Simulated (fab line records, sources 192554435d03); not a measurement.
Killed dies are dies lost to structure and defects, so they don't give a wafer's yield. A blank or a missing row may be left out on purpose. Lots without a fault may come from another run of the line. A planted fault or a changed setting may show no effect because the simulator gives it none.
A struck lot beside a sound one | flow n5_finfet | 17 steps out of a route of 1938
Sound: wafers L991.2, L991.4, L991.5. Struck: wafers L100.1, L100.2. The cause comes at the end.
At each step with rows: each side's tool, then ch and its chambers, then its first start. Under that, the readings that differ: sound wafers | struck wafers | difference of the means | sigmas: that difference in standard deviations of wafers without a fault.
alike: readings whose means differ by less than 2 such deviations, and words and numbers that are the same on both sides. not compared: withheld readings, readings that some wafer has no value for, bounds like >300 that may hide the same value, and numbers for which the record gives no deviation and whose values overlap.
The two part at a step that has a row with sigmas, a row that says differs or no value, or rows on one side only. Numbers that don't overlap but have no deviation are shown without sigmas and don't part them. A reading that every wafer of one side lacks parts them only if that side has two wafers or more.

N5_PASSIVATION_STRIP_34: strips in O2.
  sound on rie_diel-03 ch 0,3, day 14 21:08; struck on rie_diel-03 ch 0,3, day 17 23:23
  alike: drypump_motor_current_A, oes_product_au, rf_vpp_V, showerhead_plenum_p_Torr, throttle_valve_pct
  not compared: rf_hours_counter_h
then, 4 steps without rows for these wafers: N5_PASSIVATION_STRIP_51 (strips in post etch residue remover, time 1200 s); N5_PASSIVATION_CLEAN_69 (cleans in IPA, time 180 s); N5_PASSIVATION_SRD_70 (time 30 s); N5_PASSIVATION_PECVD_53 (deposits SiO2 from TEOS/O2, target thk 800 nm, time 169.4 s).
N5_PASSIVATION_PECVD_35: deposits SiNx from SiH4/NH3/N2, target thk 700 nm, time 151.3 s.
  sound on pecvd-04 ch 1,2, day 14 21:46; struck on pecvd-01 ch 0,2, day 18 00:00
  alike: heater_power_w, rf_fwd_power_W, showerhead_plenum_p_Torr, throttle_valve_pct
then, 6 steps without rows for these wafers: N5_PASSIVATION_HMDS_37 (time 60 s); N5_PASSIVATION_COAT_38; N5_PASSIVATION_EBR_40; N5_PASSIVATION_SOFTBAKE_39 (time 120 s); N5_PASSIVATION_EXPOSE_41 (exposes mask PASS OPEN, defocus 0 nm, target cd 40000 nm); N5_PASSIVATION_PEB_42.
N5_PASSIVATION_DEVELOP_43: develop time 60 s.
  sound on litho_track-04 ch 0, day 14 22:12; struck on litho_track-04 ch 0, day 18 00:19
then, 1 step without rows for these wafers: N5_PASSIVATION_HARDBAKE_45 (time 120 s).
N5_PASSIVATION_CD_MEAS_44: target cd 40000 nm.
  sound on cd_sem-03 ch 0, day 14 22:19; struck on cd_sem-01 ch 0, day 18 00:26
  reading    | sound             | struck      | difference | sigmas
  cd_nm (nm) | 40000 39999 39999 | 39991 39988 | -10        | -3
N5_PASSIVATION_OVL_MEAS_66:
  sound on overlay-02 ch 0, day 14 22:20; struck on overlay-01 ch 0, day 18 00:28
  alike: PASS_OPEN_OVL
N5_PASSIVATION_PROBE_49:
  the record has rows for the sound wafers here (prober-02, day 15 01:41) and none for the struck ones

WHERE THEY PART
First at N5_PASSIVATION_CD_MEAS_44; last, within this record, at N5_PASSIVATION_PROBE_49.

WHY: what the simulator had put in
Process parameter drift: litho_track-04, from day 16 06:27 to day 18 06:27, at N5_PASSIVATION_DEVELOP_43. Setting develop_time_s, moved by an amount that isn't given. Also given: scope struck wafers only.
